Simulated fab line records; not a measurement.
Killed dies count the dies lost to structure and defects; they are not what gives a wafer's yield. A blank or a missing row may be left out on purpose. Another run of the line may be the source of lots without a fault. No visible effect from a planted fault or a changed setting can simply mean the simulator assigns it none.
fab line records	flow nand-harc
record: lots: 5	wafers: 15	last-day: 31
route steps=1302 shown A_SGD_CUT@901 END@1302
lots that met no fault: taken from a fault-free run of the same line
start-h: the number of hours between the record's first day and the start of the first shown wafer of the lot	wait-h: time in hours since the lot's previous step	" the same as in the row above	L1.1+2: several wafers, shown together as one row	- value missing, or start not given	* or withheld: withheld	< > ~ a bound
route shown NAME@n: a module of which the file shows steps, and the number in the route of the first	usual: mean/standard deviation of fault-free wafers	same: alike in all rows	chamber/n: place in a boat	sites: the reading at each site	_std_site: the standard deviation of these	_edge_site: mean of outer sites minus mean of inner sites	radius-mm: how far each site lies from the wafer's centre	mask NAME#n: copy n	behind: the last tool/chamber to shape the wafer	hold: the reason the lot was held/the length of the hold in hours/how it ended	device: the transistor (n, p or np) that didn't switch	end of line: the route-end tests of the same wafers	step lacking rows: just its recipe	killed: at the first sort, the dies lost to defects and structure; wafer yield is something else	map: a wafer's dies, x killed, . not, _ none there
set.NAME: setting as actually run; set.NAME@STEP: the setting as run at that earlier step	model.NAME: the simulator's own value behind a step, which no gauge read
lots at selected steps of the route; one table per step, one row per wafer
services: the hour from which a tool's chamber was out of use, counted from the record's first day as start-h (under 0 if before that day), plus the number of hours and why
== steps ==
step: NHARC_A_SGD_CUT_CD_MEAS_09
recipe: target-cd-nm: 100	landing-energy-ev: 500
usual: cd-nm: 100.1/0.74
lot.wafer	tool	chamber	start-h	wait-h	cd-nm
L625.3	cd-sem-03	0	444.96	-	100.5
L625.4	"	0	"	"	100.3
L625.6	"	0	"	"	100.3
L626.2	cd-sem-02	0	445.14	-	99.4
L626.4	"	0	"	"	99.9
L626.5	"	0	"	"	100.4
L629.1	cd-sem-02	0	476.62	-	99.9
L629.2	"	0	"	"	100.7
L629.5	"	0	"	"	99.5
L639.1	cd-sem-01	0	585.18	-	99.5
L639.3	"	0	"	"	101.1
L639.6	"	0	"	"	100.2
L640.4	cd-sem-02	0	595.60	-	99.2
L640.5	"	0	"	"	99.0
L640.6	"	0	"	"	99.4
step: NHARC_A_SGD_CUT_OVL_MEAS_10
usual: overlay-x-nm: 0.1/0.72	overlay-y-nm: 0.2/0.76
lot.wafer	tool	chamber	start-h	wait-h	overlay-x-nm	overlay-y-nm
L625.3	overlay-01	-	445.04	-	-1.3	0.3
L625.4	"	-	"	"	-0.7	-0.1
L625.6	"	-	"	"	-0.6	0.0
L626.2	overlay-02	-	445.23	-	0.6	0.2
L626.4	"	-	"	"	1.1	-0.2
L626.5	"	-	"	"	0.4	1.0
L629.1	overlay-02	-	476.71	-	0.7	1.0
L629.2	"	-	"	"	0.3	0.6
L629.5	"	-	"	"	0.5	0.6
L639.1	overlay-01	-	585.26	-	-0.9	-0.5
L639.3	"	-	"	"	-1.1	-0.2
L639.6	"	-	"	"	-0.5	-0.2
L640.4	overlay-01	-	595.68	-	0.9	0.5
L640.5	"	-	"	"	0.8	0.4
L640.6	"	-	"	"	1.2	0.1
step: NHARC_A_SGD_CUT_INSPECT_11
usual: raw-defect-count: 54/28
lot.wafer	tool	chamber	start-h	wait-h	raw-defect-count
L625.3	defect-inspect-02	-	445.08	0.0	76
L625.4	"	-	"	"	72
L625.6	"	-	"	"	72
L626.2	defect-inspect-02	-	445.27	0.0	9
L626.4	"	-	"	"	16
L626.5	"	-	"	"	13
L629.1	defect-inspect-01	-	476.75	0.0	27
L629.2	"	-	"	"	12
L629.5	"	-	"	"	21
L639.1	defect-inspect-02	-	585.30	0.0	29
L639.3	"	-	"	"	48
L639.6	"	-	"	"	39
L640.4	defect-inspect-02	-	595.72	0.0	30
L640.5	"	-	"	"	20
L640.6	"	-	"	"	16
step: NHARC_A_SGD_CUT_DESCUM_14
recipe: time-s: 3	o2-flow-sccm: 200	ar-flow-sccm: 0	bias-power-w: 0	chemistry: O2
step: NHARC_A_SGD_CUT_ETCH_58
recipe: target-depth-a: 390	over-etch-frac: 0.3	time-s: 65	ion-energy-ev: 80	cf4-flow-sccm: 150	ar-flow-sccm: 0	rf-w: 300	bias-w: 100	chemistry: CF4
usual: drypump-motor-current-A: 5.98/0.27	oes-product-au: 0.999/0.013	rf-vpp-V: 150.8/1.1	showerhead-plenum-p-Torr: 1.73/0.057	throttle-valve-pct: 13.282/0.0092
same: time-s: 65
lot.wafer	tool	chamber	start-h	wait-h	drypump-motor-current-A	oes-product-au	rf-hours-counter-h	rf-vpp-V	showerhead-plenum-p-Torr	throttle-valve-pct
L625.3	rie-diel-03	3	445.23	0.1	6.20	0.973	12	151.6	1.77	13.279
L625.4	"	1	"	"	6.62	0.993	13	150.1	1.79	13.292
L625.6	"	2	"	"	5.93	0.974	-	151.3	1.67	13.284
L626.4	rie-diel-08	2	445.42	0.1	6.24	0.958	4	150.3	1.67	13.283
L626.2	"	0	"	"	5.94	0.999	3	150.9	1.72	13.266
L626.5	"	1	"	"	5.85	0.990	-	151.4	1.74	13.271
L629.1	rie-diel-09	2	476.89	0.1	6.05	1.007	8	152.0	1.72	13.304
L629.2	"	0	"	"	6.03	1.015	8	149.1	1.66	13.276
L629.5	"	3	"	"	6.05	1.000	-	152.0	1.71	13.290
L639.3	rie-diel-08	1	585.45	0.1	5.86	1.003	1	150.6	1.74	13.292
L639.1	"	0	"	"	5.92	1.001	1	150.3	1.71	13.279
L639.6	"	2	"	"	6.20	0.977	-	151.3	1.67	13.270
L640.4	rie-diel-09	3	595.86	0.1	6.04	0.998	5	151.9	1.71	13.273
L640.6	"	3	"	"	6.05	1.001	-	149.9	1.71	13.286
L640.5	"	0	"	"	5.97	1.009	-	148.8	1.66	13.288
step: NHARC_A_SGD_CUT_ETCH_59
recipe: target-depth-a: 2600	over-etch-frac: 0.25	time-s: 406.25	ion-energy-ev: 200	n2-flow-sccm: 150	h2-flow-sccm: 150	ar-flow-sccm: 0	rf-w: 400	bias-w: 150	chemistry: N2/H2
usual: drypump-motor-current-A: 5.98/0.27	oes-product-au: 1.000/0.013	rf-vpp-V: 429.0/2.2	showerhead-plenum-p-Torr: 1.99/0.073	throttle-valve-pct: 14.171/0.0092
same: time-s: 406.25
lot.wafer	tool	chamber	start-h	wait-h	drypump-motor-current-A	oes-product-au	rf-hours-counter-h	rf-vpp-V	showerhead-plenum-p-Torr	throttle-valve-pct
L625.4	rie-diel-03	0	-	-	5.72	0.991	14	427.2	1.93	14.179
L625.3	"	2	"	"	5.93	0.997	13	426.2	1.92	14.169
L625.6	"	3	"	"	6.21	0.978	-	431.3	2.04	14.152
L626.2	rie-diel-08	0	-	-	5.94	0.989	3	428.3	1.97	14.165
L626.4	"	3	"	"	5.55	0.994	4	428.1	1.98	14.166
L626.5	"	1	"	"	5.85	0.989	-	428.9	2.01	14.174
L629.2	rie-diel-09	3	-	-	6.05	1.003	8	427.9	1.96	14.158
L629.1	"	0	"	"	5.98	1.012	8	427.3	1.91	14.174
L629.5	"	3	"	"	6.06	1.000	-	429.6	1.96	14.178
L639.3	rie-diel-08	1	-	-	5.86	1.001	1	429.9	2.01	14.175
L639.1	"	3	"	"	5.50	0.984	1	428.8	1.98	14.163
L639.6	"	1	"	"	5.86	1.000	-	430.6	2.01	14.179
L640.4	rie-diel-09	3	-	-	6.06	1.010	5	428.2	1.96	14.186
L640.6	"	0	"	"	5.98	1.014	-	429.2	1.91	14.158
L640.5	"	1	"	"	5.67	1.014	-	433.7	2.15	14.165
step: NHARC_A_SGD_CUT_ETCH_15
recipe: target-depth-a: 750	time-s: 64.3	ch3f-flow-sccm: 50	o2-flow-sccm: 30	ar-flow-sccm: 200	rf-w: 500	bias-w: 100	chemistry: CH3F/O2
usual: drypump-motor-current-A: 5.97/0.27	oes-product-au: 0.952/0.023	rf-vpp-V: 262.9/1.5	showerhead-plenum-p-Torr: 2.40/0.085	throttle-valve-pct: 20.663/0.01
same: time-s: 64.3
lot.wafer	tool	chamber	start-h	wait-h	drypump-motor-current-A	oes-product-au	rf-hours-counter-h	rf-vpp-V	showerhead-plenum-p-Torr	throttle-valve-pct
L625.3	rie-diel-03	2	-	-	5.94	0.954	13	260.3	2.32	20.672
L625.4	"	3	"	"	6.19	0.935	12	264.1	2.45	20.659
L625.6	"	3	"	"	6.17	0.933	-	264.0	2.46	20.663
L626.2	rie-diel-08	2	-	-	6.22	0.934	4	263.6	2.32	20.686
L626.4	"	3	"	"	5.50	0.996	4	264.2	2.39	20.670
L626.5	"	0	"	"	5.94	0.972	-	263.4	2.38	20.659
L629.1	rie-diel-09	3	-	-	6.08	0.925	8	261.9	2.37	20.657
L629.2	"	0	"	"	5.90	0.938	8	260.7	2.31	20.659
L629.5	"	3	"	"	6.05	0.927	-	262.0	2.37	20.656
L639.3	rie-diel-08	3	-	-	5.51	0.947	1	262.1	2.39	20.676
L639.1	"	0	"	"	5.95	0.959	1	261.1	2.38	20.665
L639.6	"	2	"	"	6.23	0.930	-	262.9	2.32	20.655
L640.4	rie-diel-09	2	-	-	6.03	0.968	5	261.9	2.39	20.656
L640.6	"	0	"	"	6.03	0.990	-	262.5	2.31	20.659
L640.5	"	1	"	"	5.66	0.981	-	265.0	2.58	20.672
step: NHARC_A_SGD_CUT_ETCH_16
recipe: target-depth-a: 3105	time-s: 155.2	c4f8-flow-sccm: withheld	o2-flow-sccm: 8	ar-flow-sccm: withheld	rf-w: 600	bias-w: 800	chemistry: C4F8/O2/Ar
usual: oes-product-au: 0.966/0.018	rf-vpp-V: 720/3.4
same: time-s: 155.2
lot.wafer	tool	chamber	start-h	wait-h	oes-product-au	rf-hours-counter-h	rf-vpp-V
L625.4	rie-diel-03	1	-	-	0.985	13	724
L625.3	"	0	"	"	0.947	14	717
L625.6	"	2	"	"	0.965	-	717
L626.2	rie-diel-08	0	-	-	0.965	4	721
L626.4	"	3	"	"	0.983	4	722
L626.5	"	0	"	"	0.967	-	721
L629.1	rie-diel-09	3	-	-	0.946	9	719
L629.2	"	0	"	"	0.951	8	719
L629.5	"	0	"	"	0.956	-	717
L639.1	rie-diel-08	2	-	-	0.960	1	719
L639.3	"	3	"	"	0.969	1	718
L639.6	"	2	"	"	0.950	-	717
L640.4	rie-diel-09	3	-	-	0.980	5	720
L640.5	"	2	"	"	0.975	-	720
L640.6	"	3	"	"	0.973	-	719
step: NHARC_A_SGD_CUT_STRIP_60
recipe: c4f8-flow-sccm: withheld	o2-flow-sccm: 8	ar-flow-sccm: withheld	bias-w: 0	chemistry: C4F8/O2/Ar
step: NHARC_A_SGD_CUT_STRIP_17
recipe: o2-flow-sccm: 500	ar-flow-sccm: 0	bias-w: 0	chemistry: O2
usual: drypump-motor-current-A: 5.98/0.27	oes-product-au: 1.000/0.014	rf-vpp-V: 57.6/0.87	showerhead-plenum-p-Torr: 3.44/0.11	throttle-valve-pct: 17.036/0.0086
lot.wafer	tool	chamber	start-h	wait-h	drypump-motor-current-A	oes-product-au	rf-hours-counter-h	rf-vpp-V	showerhead-plenum-p-Torr	throttle-valve-pct
L625.4	rie-diel-03	2	-	-	5.96	0.991	13	56.6	3.34	17.036
L625.3	"	3	"	"	6.18	0.979	12	56.6	3.52	17.029
L625.6	"	3	"	"	6.22	0.973	-	56.2	3.52	17.028
L626.4	rie-diel-08	1	-	-	5.88	0.997	4	57.2	3.48	17.037
L626.2	"	0	"	"	5.96	0.990	4	58.4	3.42	17.025
L626.5	"	1	"	"	5.88	0.987	-	58.5	3.48	17.025
L629.2	rie-diel-09	1	-	-	5.71	1.003	8	58.2	3.70	17.030
L629.1	"	0	"	"	6.00	1.005	8	57.5	3.32	17.032
L629.5	"	1	"	"	5.69	1.003	-	58.7	3.70	17.035
L639.3	rie-diel-08	0	-	-	5.95	1.019	1	57.0	3.42	17.042
L639.1	"	2	"	"	6.21	0.985	1	57.0	3.34	17.042
L639.6	"	3	"	"	5.51	0.988	-	57.9	3.43	17.035
L640.4	rie-diel-09	2	-	-	6.04	1.007	5	57.6	3.43	17.033
L640.6	"	0	"	"	6.00	1.013	-	57.9	3.32	17.038
L640.5	"	1	"	"	5.69	1.007	-	57.3	3.70	17.049
step: NHARC_A_SGD_CUT_PRECLEAN_18
recipe: time-s: *	temp-c: 50	bath-age-min: 0	chemistry: SC1
step: NHARC_A_SGD_CUT_SRD_19
step: NHARC_A_SGD_CUT_DEP_20
recipe: target-thk-a: 1500	temp-c: 65	material: SiO2
usual: susceptor-temp-C: 64.99/0.13
lot.wafer	tool	chamber	start-h	wait-h	susceptor-temp-C
L625.4	fcvd-01	0	446.30	-	64.97
L625.3	"	1	"	"	64.91
L625.6	"	0	"	"	65.00
L626.2	fcvd-02	1	446.44	-	64.97
L626.4	"	1	"	"	64.88
L626.5	"	0	"	"	64.75
L629.2	fcvd-02	0	477.92	-	-
L629.1	"	1	"	"	-
L629.5	"	1	"	"	-
L639.1	fcvd-02	0	586.48	-	64.99
L639.3	"	1	"	"	65.00
L639.6	"	0	"	"	64.83
L640.4	fcvd-02	1	596.97	-	64.89
L640.6	"	0	"	"	65.08
L640.5	"	1	"	"	64.96
step: NHARC_A_SGD_CUT_ANNEAL_27
recipe: temp-c: 450	time-s: 1800
step: NHARC_A_SGD_CUT_CMP_21
recipe: target-thk-nm: 148.19
usual: motor-current-A: 11.9/1.2	time-to-endpoint-s: 51/4.4
lot.wafer	tool	chamber	start-h	wait-h	motor-current-A	time-to-endpoint-s
L626.2	cmp-04	2	450.89	0.4	11.7	50
L626.4	"	3	"	"	11.9	49
L626.5	"	2	"	"	10.9	48
L625.3	cmp-03	0	450.95	0.4	12.5	51
L625.4	"	1	"	"	13.6	56
L625.6	"	3	"	"	10.1	56
L629.1	cmp-04	3	482.23	0.4	12.0	15
L629.2	"	0	"	"	11.5	19
L629.5	"	2	"	"	11.5	18
L639.3	cmp-02	0	591.16	0.4	13.3	51
L639.1	"	2	"	"	12.3	54
L639.6	"	3	"	"	10.5	45
L640.4	cmp-02	2	601.65	0.4	12.7	55
L640.5	"	0	"	"	12.6	52
L640.6	"	1	"	"	11.8	50
step: NHARC_A_SGD_CUT_THK_MEAS_22
recipe: thk-meas-gauge: ellipsometry
usual: thk-nm: 148.0/1.6
lot.wafer	tool	chamber	start-h	wait-h	hold	thk-nm
L626.2	film-metro-01	-	451.15	0.2	-	148.6
L626.4	"	-	"	"	-	149.8
L626.5	"	-	"	"	-	148.0
L625.3	film-metro-02	-	451.15	0.2	-	149.3
L625.4	"	-	"	"	-	149.5
L625.6	"	-	"	"	-	147.1
L629.1	film-metro-02	-	482.46	0.2	await-dispo/0.2h/release	51.8
L629.2	"	-	"	"	await-dispo/0.2h/release	51.4
L629.5	"	-	"	"	await-dispo/0.2h/release	52.0
L629.1	film-metro-02	-	482.63	0.2	-	49.7
L629.2	"	-	"	"	-	48.5
L629.5	"	-	"	"	-	53.0
L639.1	film-metro-02	-	591.39	0.2	-	145.6
L639.3	"	-	"	"	-	147.1
L639.6	"	-	"	"	-	147.2
L640.4	film-metro-01	-	601.86	0.2	-	150.4
L640.5	"	-	"	"	-	149.5
L640.6	"	-	"	"	-	148.1
step: NHARC_END_SORT_01
recipe: temp-c: 25
usual: defect-limited-yield: 91.2/2.6	killed-at-array: 55/17	killed-at-other: 0.9/1.2	killed-at-periphery: 3.7/2.5	killed-dies: 59/18	killed-open: 3.4/1.9	killed-short: 2.6/1.6	sort_bin_2_pct: 3.1/1.2	sort_bin_3_pct: 0.7/0.4	sort_bin_4_pct: 4.9/1.4	sort-n-pass: 618/18	sort-rim-yield-pct: 93/3.7	sort-yield-pct: 91.2/2.6
same: gross-dies: 677	sort_bin_5_pct[%]: 0	sort_bin_6_pct[%]: 0	sort_bin_7_pct[%]: 0	sort_bin_8_pct[%]: 0	sort-rim-n-gross: 106.00
lot.wafer	tool	chamber	start-h	wait-h	defect-limited-yield[%]	killed-at-array	killed-at-other	killed-at-periphery	killed-dies	killed-open	killed-short	sort_bin_2_pct[%]	sort_bin_3_pct[%]	sort_bin_4_pct[%]	sort-n-pass	sort-rim-yield-pct[%]	sort-yield-pct[%]
L626.2	prober-01	0	573.51	2.8	92.9	39	2	7	48	4	3	1.8	0.9	4.4	629	92	92.9
L626.4	prober-01	0	575.11	3.4	95.0	32	0	2	34	2	0	1.5	0.4	3.1	643	93	95.0
L626.5	prober-01	0	575.91	3.7	92.8	42	2	5	49	3	2	1.9	0.7	4.6	628	97	92.8
L625.3	prober-01	0	582.06	3.1	91.0	59	0	2	61	1	4	3.7	0.4	4.9	616	98	91.0
L625.4	prober-01	0	582.85	3.4	91.3	54	1	4	59	2	2	3.2	0.6	4.9	618	92	91.3
L625.6	prober-01	0	584.43	3.9	92.0	51	2	1	54	3	3	3.1	0.4	4.4	623	99	92.0
L639.1	prober-02	0	704.94	2.5	90.3	55	0	11	66	4	3	3.8	0.4	5.5	611	91	90.3
L639.3	prober-02	0	706.57	3.1	89.4	63	2	7	72	3	1	3.7	0.7	6.2	605	92	89.4
L639.6	prober-02	0	709.00	4.1	91.0	48	1	12	61	3	1	2.5	0.4	6.1	616	91	91.0
L640.4	prober-01	0	741.56	3.4	92.3	45	2	5	52	3	5	2.5	0.6	4.6	625	90	92.3
L640.5	prober-01	0	742.35	3.7	90.8	51	3	8	62	2	4	3.4	0.7	5.0	615	88	90.8
L640.6	prober-01	0	743.15	4.0	90.7	58	1	4	63	2	3	2.1	1.3	5.9	614	90	90.7
killed by level:class
L626.2 A_SLIT:chamber-film-flake=25 A_CHANNEL_HOLE_D2:chamber-film-flake=6 P_M0:chamber-film-flake=4 P_CONTACT:geometric-particle:open=2 A_WL_FILL:chamber-film-flake=2 A_CONTACT:chamber-film-flake=2 A_ONON_D1:geometric-particle:short=1 A_CHANNEL_FILL_D1:geometric-particle:short=1
L626.4 A_SLIT:chamber-film-flake=17 A_CHANNEL_HOLE_D1:chamber-film-flake=6 A_CHANNEL_HOLE_D2:chamber-film-flake=4 A_WL_FILL:chamber-film-flake=3 P_M0:geometric-particle:open=1 A_ONON_D2:geometric-particle:open=1 P_GATE:chamber-film-flake=1 A_CONTACT:chamber-film-flake=1
L626.5 A_SLIT:chamber-film-flake=23 A_CHANNEL_HOLE_D2:chamber-film-flake=6 A_WL_FILL:chamber-film-flake=4 A_CHANNEL_FILL_D2:geometric-particle:open=2 P_ZERO_WELL:chamber-film-flake=2 P_M0:chamber-film-flake=2 A_CHANNEL_HOLE_D1:chamber-film-flake=2 A_STAIRCASE:chamber-film-flake=2
L625.3 A_CHANNEL_HOLE_D1:chamber-film-flake=34 A_CHANNEL_HOLE_D2:chamber-film-flake=9 A_CONTACT:chamber-film-flake=5 A_STAIRCASE:chamber-film-flake=4 A_ONON_D1:geometric-particle:short=2 A_DECK1_JOINT:chamber-film-flake=2 A_CHANNEL_FILL_D2:geometric-particle:short=1 A_WL_FILL:geometric-particle:short=1
L625.4 A_CHANNEL_HOLE_D1:chamber-film-flake=34 A_CHANNEL_HOLE_D2:chamber-film-flake=8 A_STAIRCASE:chamber-film-flake=7 P_STI:chamber-film-flake=2 A_CONTACT:chamber-film-flake=2 P_GATE:geometric-particle:short=1 P_GATE:geometric-particle:open=1 A_ONON_D2:geometric-particle:open=1
L625.6 A_CHANNEL_HOLE_D1:chamber-film-flake=34 A_CHANNEL_HOLE_D2:chamber-film-flake=6 A_CONTACT:chamber-film-flake=4 A_STAIRCASE:chamber-film-flake=2 P_CONTACT:geometric-particle:open=1 A_ONON_D1:geometric-particle:open=1 A_CHANNEL_FILL_D2:geometric-particle:short=1 A_WL_FILL:geometric-particle:short=1
L639.1 A_SLIT:chamber-film-flake=22 A_CHANNEL_HOLE_D2:chamber-film-flake=19 P_CONTACT:chamber-film-flake=4 A_STAIRCASE:chamber-film-flake=4 P_GATE:chamber-film-flake=3 A_WL_FILL:geometric-particle:short=2 P_BONDPAD:chamber-film-flake=2 A_WL_FILL:chamber-film-flake=2
L639.3 A_SLIT:chamber-film-flake=20 A_CHANNEL_HOLE_D2:chamber-film-flake=16 A_CHANNEL_HOLE_D1:chamber-film-flake=9 A_STAIRCASE:chamber-film-flake=6 A_CONTACT:chamber-film-flake=6 P_GATE:chamber-film-flake=4 P_ZERO_WELL:chamber-film-flake=2 THIN_TSV:chamber-film-flake=2
L639.6 A_SLIT:chamber-film-flake=23 A_CHANNEL_HOLE_D2:chamber-film-flake=10 P_GATE:chamber-film-flake=8 A_CONTACT:chamber-film-flake=4 A_STAIRCASE:chamber-film-flake=3 P_BONDPAD:chamber-film-flake=2 A_CHANNEL_HOLE_D1:chamber-film-flake=2 A_WL_FILL:chamber-film-flake=2
L640.4 A_SLIT:chamber-film-flake=18 A_CHANNEL_HOLE_D1:chamber-film-flake=5 P_GATE:chamber-film-flake=4 A_CHANNEL_HOLE_D2:chamber-film-flake=4 A_STAIRCASE:chamber-film-flake=4 A_CONTACT:chamber-film-flake=4 A_ONON_D1:geometric-particle:short=2 THIN_TSV:chamber-film-flake=2
L640.5 A_SLIT:chamber-film-flake=28 A_CHANNEL_HOLE_D1:chamber-film-flake=11 P_GATE:chamber-film-flake=4 A_CHANNEL_HOLE_D2:chamber-film-flake=3 THIN_TSV:chamber-film-flake=3 A_CHANNEL_HOLE_D2:geometric-particle:short=2 P_M1:chamber-film-flake=2 A_CONTACT:chamber-film-flake=2
L640.6 A_SLIT:chamber-film-flake=39 A_CHANNEL_HOLE_D2:chamber-film-flake=5 A_CHANNEL_HOLE_D1:chamber-film-flake=4 A_WL_FILL:chamber-film-flake=4 P_GATE:chamber-film-flake=2 P_M0:geometric-particle:open=1 A_CHANNEL_HOLE_D1:geometric-particle:short=1 A_DECK1_JOINT:geometric-particle:short=1
== services ==
tool	chamber	start-h	hours	kind
cmp-04	-	424.42	1.1	repair
rie-diel-08	0	425.85	-	clean
cmp-02	-	430.39	4.0	pm
rie-diel-08	3	447.71	15.0	repair
fcvd-02	-	450.00	13.0	pm
cmp-03	-	456.37	4.0	pm
rie-diel-03	-	458.30	9.0	pm
rie-diel-09	-	491.30	1.5	repair
rie-diel-09	-	497.31	9.0	pm
cmp-04	-	503.08	4.0	pm
rie-diel-09	-	517.32	0.3	repair
cmp-02	-	528.39	4.0	pm
rie-diel-09	3	533.60	1.4	repair
cmp-03	-	541.63	3.1	repair
rie-diel-08	-	544.85	9.0	pm
fcvd-01	-	547.01	13.0	pm
cmp-03	-	554.37	4.0	pm
fcvd-02	0	566.95	3.5	repair
cmp-04	-	574.04	0.9	repair
cmp-02	-	581.31	1.3	repair
cmp-02	-	586.97	0.3	repair
fcvd-01	-	595.40	14.3	repair
cmp-04	-	597.14	0.9	repair
cmp-04	-	601.08	4.0	pm
== key ==
first-sign: step: NHARC_A_SGD_CUT_DEP_20	reading: tool-record	direction: missing
effect: step: NHARC_A_SGD_CUT_CMP_21	reading: time-to-endpoint-s	direction: down	sigmas: 7.8	usual: *	struck: *
effect: step: NHARC_A_SGD_CUT_THK_MEAS_22	reading: visit	direction: added
effect: step: NHARC_A_SGD_CUT_THK_MEAS_22	reading: thk-nm	direction: down	sigmas: 59	usual: 148.0	struck: 51.8
met-at NHARC_A_SGD_CUT_DEP_20
struck-wafers L629.1,L629.2,L629.5
scrapped-behind NHARC_A_SGD_CUT_THK_MEAS_22 L629.1,L629.2,L629.5
onset-between 446.44 477.92
fault: kind: skipped-step-whole	tool: fcvd-01,fcvd-02	chamber: -	onset-h: 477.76	steps: NHARC_A_SGD_CUT_DEP_20	scope: struck-lots-only
